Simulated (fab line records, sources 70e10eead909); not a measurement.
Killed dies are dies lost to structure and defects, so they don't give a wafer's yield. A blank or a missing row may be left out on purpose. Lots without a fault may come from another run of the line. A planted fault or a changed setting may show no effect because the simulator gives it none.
A struck lot beside a sound one | flow nand_harc | 14 steps out of a route of 1302
Sound: wafers L312.4, L312.5, L312.6. Struck: wafers L323.1, L323.3, L323.6. The cause comes at the end.
At each step with rows: each side's tool, then ch and its chambers, then its first start. Under that, the readings that differ: sound wafers | struck wafers | difference of the means | sigmas: that difference in standard deviations of wafers without a fault.
alike: readings whose means differ by less than 2 such deviations, and words and numbers that are the same on both sides. not compared: withheld readings, readings that some wafer has no value for, bounds like >300 that may hide the same value, and numbers for which the record gives no deviation and whose values overlap.
The two part at a step that has a row with sigmas, a row that says differs or no value, or rows on one side only. Numbers that don't overlap but have no deviation are shown without sigmas and don't part them. A reading that every wafer of one side lacks parts them only if that side has two wafers or more.

NHARC_P_GATE_RTA_82: time 30 s.
  sound on rtp_anneal-02 ch 0, day 8 06:22; struck on rtp_anneal-02 ch 0, day 12 16:17
  alike: anneal_temp_c_max, lamp_power_pct, wafer_temp_C_max
NHARC_P_GATE_INSPECT_68:
  sound on defect_inspect-01, day 8 06:28; struck on defect_inspect-02, day 12 16:29
  alike: raw_defect_count
NHARC_P_CONTACT_DEP_30: deposits SiNx, target thk 30 nm.
  sound on pecvd-04 ch 0,1,2, day 8 06:39; struck on pecvd-03 ch 0,1, day 12 16:42
  alike: heater_power_outer_w, heater_power_w
NHARC_P_CONTACT_DEP_00: deposits SiO2, target thk 500 nm.
  sound on pecvd-04 ch 0,1,2; struck on pecvd-03 ch 0,1
  alike: heater_power_outer_w, heater_power_w, throttle_valve_pct
NHARC_P_CONTACT_CMP_01: polishes SiO2, target thk 200 nm.
  sound on cmp-04 ch 0,1,3, day 8 07:19; struck on cmp-03 ch 2,3, day 12 17:25
  alike: edge_zone_pressure_frac, motor_current_A
then, 6 steps without rows for these wafers: NHARC_P_CONTACT_SRD_03; NHARC_P_CONTACT_DEHYDRATE_04 (time 120 s); NHARC_P_CONTACT_HMDS_05 (time 30 s); NHARC_P_CONTACT_COAT_33 (time 75 s); NHARC_P_CONTACT_COAT_34 (time 65 s); NHARC_P_CONTACT_COAT_06 (resist thk 90 nm).
NHARC_P_CONTACT_SOFTBAKE_07: time 55 s.
  sound on litho_track-01 ch 0, day 8 07:00; struck on litho_track-01 ch 0, day 12 17:00
  reading                  | sound                | struck               | difference | sigmas
  heater_power_total_W (W) | 188.31 188.39 188.75 | 193.18 193.46 193.38 | +4.86      | +35
  alike: chill_plate_temp_C
then, 1 step without rows for these wafers: NHARC_P_CONTACT_EBR_08.
-- the record jumps here: 19 days lie between the struck wafers' starts before and after (it left off in module P_CONTACT and takes up again in module END, whose first step shown is number 1302 of the route) --
NHARC_END_SORT_01:
  sound on prober-02 ch 0, day 26 16:16; struck on prober-01 ch 0, day 31 12:05
  alike: killed_at_array, killed_at_other, killed_at_periphery, killed_dies, killed_open, killed_short

WHERE THEY PART
Only at NHARC_P_CONTACT_SOFTBAKE_07, within this record. Later steps at which nothing parts them and some readings are alike: NHARC_END_SORT_01.

WHY: what the simulator had put in
Process parameter drift: litho_track-01, from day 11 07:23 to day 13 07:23, at NHARC_P_CONTACT_SOFTBAKE_07. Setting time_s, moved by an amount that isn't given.
